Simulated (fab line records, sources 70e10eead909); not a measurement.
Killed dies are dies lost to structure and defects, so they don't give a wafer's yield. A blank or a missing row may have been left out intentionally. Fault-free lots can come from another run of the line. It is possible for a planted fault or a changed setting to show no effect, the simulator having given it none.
Chamber matching ; flow nand_harc ; NHARC_A_ONON_D1_DEP_33 on pecvd-03: 3 sister chambers
The step deposits SiO2, target thk 200 nm. 3 wafers are shown with their chamber, then 7 later ones without.

WAFERS PAIRED WITH THEIR CHAMBERS
wafer;chamber;throttle_valve_pct (%)
L815.1;1;16.2
L815.6;2;16.2
L818.5;0;15.0

WAFERS WITH NO CHAMBER GIVEN
wafer;throttle_valve_pct (%)
L818.6;16.2
L819.2;15.0
L819.3;16.3
L819.5;15.4
L821.1;16.5
L821.2;15.2
L821.4;16.5

THE CHAMBER EACH PASSED THROUGH
wafer;from the rows above;in truth
L818.6;can't be placed: 1 or 2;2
L819.2;0;0
L819.3;can't be placed: 1 or 2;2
L819.5;can't be placed: 0 or 1 or 2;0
L821.1;can't be placed: 1 or 2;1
L821.2;0;0
L821.4;can't be placed: 1 or 2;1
Correct placement for 2 of the 7. Unplaceable from these rows: 5, with the true chamber sitting among the candidates in 5. Wrongly placed: 0.
How it was worked out, from the rows above alone: a wafer's distance from a chamber is the root of the sum, over the readings, of the square of ((its reading less the chamber's mean) divided by the reading's scatter). The wafer belongs to the nearest chamber; if the next one is less than 2 further off, it can't be placed. The mean given for a chamber averages the wafers shown for that chamber. The scatter: with one shown wafer a chamber, the root of the mean of the squares of how far each hidden wafer lies from its nearest shown one.
